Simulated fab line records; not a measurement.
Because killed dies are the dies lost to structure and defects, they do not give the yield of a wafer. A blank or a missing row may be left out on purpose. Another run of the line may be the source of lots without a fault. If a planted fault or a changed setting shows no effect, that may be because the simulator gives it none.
Which tool was responsible? ; flow nand-harc ; Sampling: 14 lots, 42 wafers, 6 of 1159 route steps

== WHAT EACH GAUGE READ, for each wafer ==
NHARC_P_BONDPAD_THK_MEAS_20: measures by xrf. Usual: 160.5 nm for thk-nm, sd 1.5.
lot;measured;on;thk-nm (nm);flag
L242;day 6 01:31;film-metro-02;163.0 161.6 160.8;
L243;day 6 23:38;film-metro-01;161.4 161.3 159.4;
L244;day 7 00:43;film-metro-01;161.7 161.0 159.5;
L246;day 7 08:56;film-metro-02;162.5 159.4 160.1;
L248;day 8 06:05;film-metro-02;159.1 161.0 162.9;
L250;day 8 07:11;film-metro-01;160.5 161.2 162.6;
L252;day 8 16:05;film-metro-01;161.2 162.8 162.5;
L251;day 8 17:16;film-metro-02;163.1 161.4 160.0;
L253;day 9 18:43;film-metro-02;161.0 160.9 160.4;
L256;day 9 19:47;film-metro-02;162.9 160.9 161.7;
L254;day 9 20:28;film-metro-02;158.1 160.5 160.0;
L260;day 10 23:22;film-metro-01;157.2 158.6 160.6;
L262;day 11 08:25;film-metro-02;160.3 161.3 158.3;
L264;day 11 20:10;film-metro-02;161.9 160.2 158.5;

NHARC_A_ONON_D1_THK_MEAS_24: measures by ellipsometry. Usual: 1000 nm for thk-nm, sd 11.
lot;measured;on;thk-nm (nm);flag
L242;day 7 12:25;film-metro-01;992 991 990;
L243;day 8 11:08;film-metro-01;1009 1010 1009;
L244;day 8 11:21;film-metro-01;978 977 978;
L246;day 8 20:59;film-metro-02;1025 1023 1023;
L248;day 9 19:31;film-metro-02;1010 1011 1011;
L250;day 9 19:31;film-metro-02;999 1000 1000;
L252;day 10 10:25;film-metro-02;1005 1003 1004;
L251;day 10 10:25;film-metro-02;980 981 978;
L253;day 11 05:27;film-metro-01;979 982 980;
L256;day 11 05:06;film-metro-02;994 995 993;
L254;day 11 05:14;film-metro-01;1018 1021 1019;
L260;day 12 14:53;film-metro-02;668 668 670;OFF
L262;day 12 21:44;film-metro-02;1000 670 669;OFF
L264;day 13 04:51;film-metro-02;991 988 990;

NHARC_A_ONON_D1_INSPECT_32. Usual: 68 for raw-defect-count, sd 22.
lot;measured;on;raw-defect-count;flag
L242;day 7 14:06;defect-inspect-01;94 117 87;
L243;day 8 12:51;defect-inspect-02;53 43 75;
L244;day 8 13:06;defect-inspect-01;66 55 90;
L246;day 8 22:41;defect-inspect-02;40 42 70;
L248;day 9 21:15;defect-inspect-01;53 70 69;
L250;day 9 21:11;defect-inspect-01;40 69 36;
L252;day 10 12:04;defect-inspect-02;65 61 59;
L251;day 10 12:15;defect-inspect-02;41 33 52;
L253;day 11 07:11;defect-inspect-01;51 70 57;
L256;day 11 06:47;defect-inspect-02;73 58 45;
L254;day 11 06:56;defect-inspect-02;68 53 53;
L260;day 12 16:34;defect-inspect-02;52 40 78;
L262;day 12 23:25;defect-inspect-02;58 67 28;
L264;day 13 06:32;defect-inspect-01;69 74 66;

NHARC_END_SORT_01. Usual: killed-at-array 28, standard deviation 11; killed-at-other 0.9, standard deviation 1.2; killed-at-periphery 2.6, standard deviation 2.1; killed-dies 31, standard deviation 11; killed-open 3.1, standard deviation 1.7; killed-short 1.9, standard deviation 1.3.
lot;measured;on;killed-at-array;killed-at-other;killed-at-periphery;killed-dies;killed-open;killed-short;flag
L254;day 25 21:37;prober-01;19;0;2;21;3;1;
L260;day 26 14:43;prober-02;675 672 676;0 0 1;2 5 0;677 677 677;5 6 3;3 1 2;OFF
L262;day 26 21:41;prober-02;15 674 670;1 0 0;6 3 7;22 677 677;4 4 7;0 1 1;OFF

== TOOL THAT RAN EACH LOT (tool first, then ch and the chambers of the sampled wafers, then the start) ==
lot;NHARC_A_ONON_D1_DEP_22;NHARC_A_CHANNEL_HOLE_D1_DEP_01
L242;pecvd-onon-04 ch 0, day 7 11:53;pecvd-03 ch 0,2, day 7 16:04
L243;pecvd-onon-04 ch 0, day 8 10:41;pecvd-04 ch 0,1,2, day 8 17:02
L244;pecvd-onon-02 ch 0, day 8 10:50;pecvd-02 ch 0,1,2, day 8 17:44
L246;pecvd-onon-04 ch 0, day 8 20:29;pecvd-04 ch 0,1, day 9 01:10
L248;pecvd-onon-02 ch 0, day 9 19:01;pecvd-03 ch 0,1, day 10 00:20
L250;pecvd-onon-04 ch 0, day 9 19:04;pecvd-02 ch 0,2, day 10 00:05
L252;pecvd-onon-02 ch 0, day 10 09:54;pecvd-04 ch 0,2, day 10 15:07
L251;pecvd-onon-03 ch 0, day 10 10:01;pecvd-02 ch 0,1,2, day 10 15:30
L253;pecvd-onon-03 ch 0, day 11 05:07;pecvd-03 ch 0,1,2, day 11 10:29
L256;pecvd-onon-03 ch 0, day 11 04:38;pecvd-02 ch 0,2, day 11 09:50
L254;pecvd-onon-02 ch 0, day 11 04:47;pecvd-03 ch 0,1, day 11 09:50
L260;pecvd-onon-02 ch 0, day 12 14:24;-
L262;pecvd-onon-02 ch 0, day 12 21:14;pecvd-02 ch 0, day 13 01:26
L264;pecvd-onon-04 ch 0, day 13 04:23;pecvd-04 ch 0,1, day 13 09:31
- NHARC_A_ONON_D1_DEP_22: target thk 1000 nm.
- NHARC_A_CHANNEL_HOLE_D1_DEP_01: deposits SiON, target thk 140 nm.

== AS READ BY THE TOOLS THEMSELVES (means over the sampled wafers that have a number; for cases with no such wafer, the mark the record gives instead) ==
NHARC_A_CHANNEL_HOLE_D1_DEP_01. Usual: 724 W for heater-power-w, sd 78.
lot;tool;heater-power-w (W);flag
L242;pecvd-03;730;
L243;pecvd-04;651;
L244;pecvd-02;791;
L246;pecvd-04;622;
L248;pecvd-03;672;
L250;pecvd-02;781;
L252;pecvd-04;709;
L251;pecvd-02;792;
L253;pecvd-03;711;
L256;pecvd-02;789;
L254;pecvd-03;639;
L262;pecvd-02;825;
L264;pecvd-04;696;

== THE ANSWER, worked out from the rows above alone ==
Rule: take the mean of a lot's wafers that have a number; if it is more than 3 standard deviations from the usual mean, the lot is off. Also off: a lot with no number at a reading for which 4 or more lots have one. Where the step has rows for the other lots, those lots are counted as sound. After the gauges, taken in route order, come the tools' own readings; for these a lot's mean is taken, as printed above. The first step at which some lot is off is used, and at that step the reading that is off furthest; a lot without a number counts as furthest.
Off at NHARC_A_ONON_D1_THK_MEAS_24 (thk-nm): L260, L262.
A tool fits if, at a process step before that reading, it ran every lot that is off, and no sound lot after the first of them. The gauges at NHARC_A_ONON_D1_THK_MEAS_24 aren't tried: what is off there is off at NHARC_END_SORT_01 too, on other tools, and a gauge's error can't cause that. One candidate fits, namely pecvd-onon-02 at NHARC_A_ONON_D1_DEP_22. A fault onset in the window from L254 (day 11 04:47, its last sound lot) to L260 (day 12 14:24, its first lot off) fits.

== WHAT THE SIMULATOR HAD PUT IN ==
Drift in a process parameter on pecvd-onon-02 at NHARC_A_ONON_D1_DEP_22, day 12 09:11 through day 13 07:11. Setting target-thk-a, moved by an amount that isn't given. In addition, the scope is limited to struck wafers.
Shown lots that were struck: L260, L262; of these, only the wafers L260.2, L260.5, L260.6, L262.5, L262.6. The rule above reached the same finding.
